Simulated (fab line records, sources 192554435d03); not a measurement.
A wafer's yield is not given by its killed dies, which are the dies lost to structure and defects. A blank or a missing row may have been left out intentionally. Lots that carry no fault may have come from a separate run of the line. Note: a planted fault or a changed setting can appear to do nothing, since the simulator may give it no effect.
Comparing a struck lot with a sound one    flow n5-finfet    17 steps out of a route of 1938
Sound: wafers L485.1, L485.5, L485.6. Struck: wafer L474.4. (L474.1, L474.5 of the same lot were not struck and are left out.) The cause comes at the end.
Each step with rows lists, per side, the tool, then ch with its chambers, then its first start. Under that, the readings that differ: sound wafers    struck wafers    difference of the means    sigmas: that difference in standard deviations of wafers without a fault.
alike: readings whose means differ by less than 2 such deviations, and words and numbers that are the same on both sides. not compared: withheld readings, readings that some wafer has no value for, bounds like >300 that may hide the same value, and numbers for which the record gives no deviation and whose values overlap.
Wherever a step has rows on one side only, a row that says differs or no value, or a row with sigmas, the two part there. Numbers that don't overlap but have no deviation are shown without sigmas and don't part them. A reading that every wafer of one side lacks parts them only if that side has two wafers or more.

first, 4 steps without rows for these wafers: N5_BEOL_M7_HM_STRIP_39 (strips TiN in peroxide tin strip, target depth 25 nm, time 158 s); N5_BEOL_M7_SRD_40 (time 30 s); N5_BEOL_M7_PRECLEAN_42 (cleans in residue remover, time 60 s); N5_BEOL_M7_SRD_43 (time 30 s).
N5_BEOL_M7_CD_MEAS_35: target cd 40 nm.
  struck on cd-sem-02, day 11 19:11; sound on cd-sem-03, day 14 14:22
reading     sound           struck  difference  sigmas
cd-nm (nm)  38.8 40.0 39.3  40.7    +1.3        +3
N5_BEOL_M7_CURE_75: cures SiCOH lowk, time 120 s.
  sound on uv-cure-03 ch 1, day 14 14:25; struck on uv-cure-01 ch 1, day 11 19:13
  alike: lamp-power-pct, wafer_temp_C_max
N5_BEOL_M7_DEGAS_44: time 60 s.
  struck on pvd-sputter-03, day 11 19:43; sound on pvd-sputter-02, day 14 14:49
reading             sound        struck  difference  sigmas
heater-power-w (W)  364 311 352  304     -38         -2
N5_BEOL_M7_PRE_CLEAN_45: time 30 s.
  struck on pvd-sputter-03, day 11 19:46; sound on pvd-sputter-02, day 14 14:51
reading             sound        struck  difference  sigmas
heater-power-w (W)  356 323 346  298     -44         -2
then, 1 step without rows for these wafers: N5_BEOL_M7_ALD_77 (deposits TaN, target thk 2 nm, pulse time 2 s, purge time 3 s).
N5_BEOL_M7_SURFACE_TREAT_79:
  struck on pvd-sputter-03, day 11 20:12; sound on pvd-sputter-02, day 14 15:34
  not compared: throttle-valve-pct
then, 1 step without rows for these wafers: N5_BEOL_M7_CVD_78 (deposits Co from CCTBA/H2, target thk 2 nm, time 142.3 s).
N5_BEOL_M7_SPUTTER_48: material Cu, target thk 10 nm, time 1.667 s.
  struck on pvd-sputter-03, day 11 20:47; sound on pvd-sputter-02, day 14 15:46
  alike: substrate-temp-c, throttle-valve-pct
N5_BEOL_M7_ECD_50: material Cu, target thk 300 nm.
  sound on ecd-cu-02 ch 0,1, day 14 15:53; struck on ecd-cu-01 ch 0, day 11 20:54
reading                                 sound              struck  difference  sigmas
model.Cu_of_BEOL_M7_ECD_50.thk-nm (nm)  302.6 298.4 300.2  434     +134        
then, 1 step without rows for these wafers: N5_BEOL_M7_ANNEAL_51 (time 90 s).
N5_BEOL_M7_CMP_52: polishes, stops on SiCOH lowk, t overpolish 6.9 s, target thk 80 nm.
  sound on cmp-01 ch 1,2,3, day 14 16:49; struck on cmp-04 ch 0, day 11 21:22
reading                 sound           struck  difference  sigmas
time-to-endpoint-s (s)  65.1 64.6 65.5  91.0    +25.9       +11
  alike: clearing-platen-down-force-psi, motor-current-A
N5_BEOL_M7_THK_MEAS_53: measures by xrf.
  struck on film-metro-02, day 11 21:35; sound on film-metro-01, day 14 17:02
  alike: M7_THK
following that, these wafers have no rows for 1 step: N5_PASSIVATION_PROBE_49.

WHERE THEY PART
Last at N5_BEOL_M7_CMP_52 as far as this record goes, first at N5_BEOL_M7_CD_MEAS_35. Later steps at which nothing parts them and some readings are alike: N5_BEOL_M7_THK_MEAS_53.

WHY: what had been put in by the simulator
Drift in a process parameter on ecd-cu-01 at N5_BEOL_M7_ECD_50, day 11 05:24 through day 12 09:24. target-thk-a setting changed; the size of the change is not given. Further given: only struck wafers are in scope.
